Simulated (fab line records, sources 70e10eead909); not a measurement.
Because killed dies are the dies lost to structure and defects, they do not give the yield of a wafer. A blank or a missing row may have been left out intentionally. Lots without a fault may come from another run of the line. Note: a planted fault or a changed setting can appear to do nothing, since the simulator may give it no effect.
Struck lot and sound lot, side by side -- flow nandHarc -- 42 steps out of a route of 1302
Sound: these wafers, L579.2, L579.3, L579.5. Struck: wafer L582.6 (L582.2, L582.4, from the same lot, were not struck and are left out); the cause is given at the end.
At each step with rows: each side's tool, then ch and its chambers, then its first start. Under that, the readings that differ: sound wafers -- struck wafers -- difference of the means -- sigmas: that difference in standard deviations of wafers without a fault.
alike: words and numbers the same on both sides, and readings whose means are apart by under 2 such deviations; not compared: readings that were withheld, readings missing a value for some wafer, numbers with overlapping values and no deviation given by the record, and bounds like >300 which may hide the same value.
Wherever a step has rows on one side only, a row that says differs or no value, or a row with sigmas, the two part there. Numbers that don't overlap but have no deviation are shown without sigmas and don't part them. Lack of a reading on every wafer of one side parts them only where that side has two or more wafers.

first, 6 steps without rows for these wafers: NHARC_THIN_TSV_COAT_06; NHARC_THIN_TSV_SOFTBAKE_07 (time 95 s); NHARC_THIN_TSV_EBR_08; NHARC_THIN_TSV_EXPOSE_09 (exposes mask TSV); NHARC_THIN_TSV_PEB_10 (peb time 85 s); NHARC_THIN_TSV_DEVELOP_11 (time 70 s).
NHARC_THIN_TSV_CD_MEAS_12: target cd 1000 nm.
  sound on cdSem-01 ch 0, day 27 10:45; struck on cdSem-01 ch 0, day 28 00:47
  alike: cdNm
then, 1 step without rows for these wafers: NHARC_THIN_TSV_HARDBAKE_13 (time 80 s).
NHARC_THIN_TSV_DESCUM_14: chemistry O2, time 3 s.
  sound on rieDiel-02 ch 1,2,3, day 27 10:56; struck on rieDiel-02 ch 3, day 28 00:57
  alike: chamberPressureMTorr, drypumpMotorCurrentA, mfcArSccm, oesProductAu, rfVppV, showerheadPlenumPTorr, throttleValvePct
  not compared: rfHoursCounterH
NHARC_THIN_TSV_ETCH_44: etches the open film in CF4/O2, target depth 1594.2 nm, time 797.1 s.
  sound on rieDiel-02 ch 0,2, day 27 11:00; struck on rieDiel-02 ch 0, day 28 01:01
  alike: chamberPressureMTorr, drypumpMotorCurrentA, mfcArSccm, oesProductAu, rfVppV, showerheadPlenumPTorr, throttleValvePct
  not compared: rfHoursCounterH
then, 1 step without rows for these wafers: NHARC_THIN_TSV_ETCH_15 (target depth 3000 nm, bosch target overetch cycles 2, bosch etch step 2.8 s).
NHARC_THIN_TSV_CD_MEAS_16:
  sound: cdSem-01 at day 27 11:43; struck: cdSem-02 at day 28 01:44
  alike: cdNm
NHARC_THIN_TSV_STRIP_45: strips in O2.
  sound on plasmaAsher-01 ch 0, day 27 11:47; struck on plasmaAsher-01 ch 0, day 28 01:52
  alike: drypumpMotorCurrentA, heaterPowerW
  not compared: rfHoursCounterH
then, 1 step without rows for these wafers: NHARC_THIN_TSV_STRIP_46 (strips in post etch residue remover, time 1200 s).
NHARC_THIN_TSV_DEP_47: deposits SiO2, target thk 200 nm.
  sound on pecvd-01 ch 0,2, day 27 12:45; struck on pecvd-03 ch 1, day 28 02:40
  alike: chamberPressureTorr, throttleValvePct
then, 3 steps without rows for these wafers: NHARC_THIN_TSV_ETCHBACK_48 (etches the open film in C4F8/Ar, target depth 1028.5 nm, time 405.17 s); NHARC_THIN_TSV_STRIP_62 (strips in N2/H2, time 20 s); NHARC_THIN_TSV_DEGAS_49 (time 120 s).
NHARC_THIN_TSV_PRE_CLEAN_50: time 30 s.
  sound on pvdSputter-03; struck on pvdSputter-03
  alike: heaterPowerW
then, 4 steps without rows for these wafers: NHARC_THIN_TSV_PVD_19 (deposits TaN, target thk 20 nm); NHARC_THIN_TSV_PVD_51 (deposits Cu, target thk 100 nm); NHARC_THIN_TSV_ECD_20 (material Cu, target thk 2000 nm); NHARC_THIN_TSV_ANNEAL_52 (time 90 s).
NHARC_THIN_TSV_CMP_21: polishes, t overpolish 30 s, target thk 2000 nm.
  sound on cmp-01 ch 1,2,3, day 27 15:10; struck on cmp-02 ch 3, day 28 05:29
  alike: motorCurrentA, overpolishRunS
then, 13 steps without rows for these wafers: NHARC_THIN_TSV_SRD_23; NHARC_THIN_TSV_DEGAS_53 (time 60 s); NHARC_THIN_TSV_PRE_CLEAN_54 (time 30 s); NHARC_THIN_TSV_PVD_55 (deposits TiN, target thk 50 nm); NHARC_THIN_TSV_PVD_24 (deposits Al, target thk 800 nm); NHARC_THIN_TSV_DEHYDRATE_25 (time 120 s); NHARC_THIN_TSV_HMDS_26 (time 30 s); NHARC_THIN_TSV_COAT_27; NHARC_THIN_TSV_SOFTBAKE_28 (time 95 s); NHARC_THIN_TSV_EBR_29; NHARC_THIN_TSV_EXPOSE_30 (exposes mask PAD); NHARC_THIN_TSV_PEB_31 (peb time 85 s); NHARC_THIN_TSV_DEVELOP_32 (time 70 s).
NHARC_THIN_TSV_CD_MEAS_33: target cd 5000 nm.
  sound on cdSem-02 ch 0, day 27 16:38; struck on cdSem-03 ch 0, day 28 07:05
  alike: cdNm
then, 3 steps without rows for these wafers: NHARC_THIN_TSV_HARDBAKE_34 (time 80 s); NHARC_THIN_TSV_DESCUM_35 (chemistry O2, time 3 s); NHARC_THIN_TSV_ETCH_59 (etches the open film in Cl2/BCl3, target depth 880 nm, time 138.1 s).
NHARC_END_SORT_01:
  sound on prober-01 ch 0, day 28 09:13; struck on prober-02 ch 0, day 28 18:39
reading,sound,struck,difference,sigmas
defectLimitedYield (%),88.0 87.7 87.3,79.9,-7.8,-3
killedAtOther,2 4 2,77,+74,+62
killedAtPeriphery,2 3 1,9,+7,+2
killedDies,81 83 86,136,+53,+3
  alike: killedAtArray, killedOpen, killedShort

== WHERE THEY PART ==
Within this record, at NHARC_END_SORT_01 only.

WHY: the cause the simulator had injected
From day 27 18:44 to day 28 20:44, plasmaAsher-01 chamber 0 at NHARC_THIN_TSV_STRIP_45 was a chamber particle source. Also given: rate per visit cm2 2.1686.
